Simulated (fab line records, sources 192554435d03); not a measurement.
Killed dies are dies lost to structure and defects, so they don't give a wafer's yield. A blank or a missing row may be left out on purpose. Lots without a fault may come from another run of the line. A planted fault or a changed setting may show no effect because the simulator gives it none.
Chamber matching | flow n5_finfet | N5_MOL_CONTACT_COAG_ALD_131 on ald_sin-01: 4 sister chambers
The step deposits SiO2, target thk 5 nm, pulse time 1 s, co reactant pulse time 1 s. 4 wafers are shown with their chamber, then 10 later ones without.

WAFERS WITH THEIR CHAMBER
wafer  | chamber | heater_power_w (W)
L085.3 | 2       | 73
L086.3 | 0       | 82
L091.4 | 3       | 82
L091.5 | 1       | 77

WAFERS WITHOUT THEIR CHAMBER
wafer  | heater_power_w (W)
L091.6 | 83
L092.1 | 74
L092.3 | 79
L092.4 | 81
L093.1 | 76
L093.2 | 79
L093.5 | 82
L095.4 | 76
L095.5 | 77
L095.6 | 82

WHICH CHAMBER EACH WENT THROUGH
wafer  | from the rows above          | in truth
L091.6 | can't be placed: 0 or 3      | 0
L092.1 | can't be placed: 2 or 1      | 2
L092.3 | can't be placed: 1 or 0 or 3 | 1
L092.4 | can't be placed: 0 or 3      | 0
L093.1 | can't be placed: 1 or 2      | 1
L093.2 | can't be placed: 1 or 0 or 3 | 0
L093.5 | can't be placed: 0 or 3      | 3
L095.4 | can't be placed: 1 or 2      | 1
L095.5 | 1                            | 1
L095.6 | can't be placed: 0 or 3      | 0
Placed correctly: 1 of 10. Can't be placed from these rows: 9 (the true chamber is among the candidates in 9). Placed wrongly: 0.
How it was worked out, from the rows above alone: a wafer's distance from a chamber is the root of the sum, over the readings, of the square of ((its reading less the chamber's mean) divided by the reading's scatter). The wafer belongs to the nearest chamber; if the next one is less than 2 further off, it can't be placed. A chamber's mean is the mean of its shown wafers. The scatter: with one shown wafer a chamber, the root of the mean of the squares of how far each hidden wafer lies from its nearest shown one.
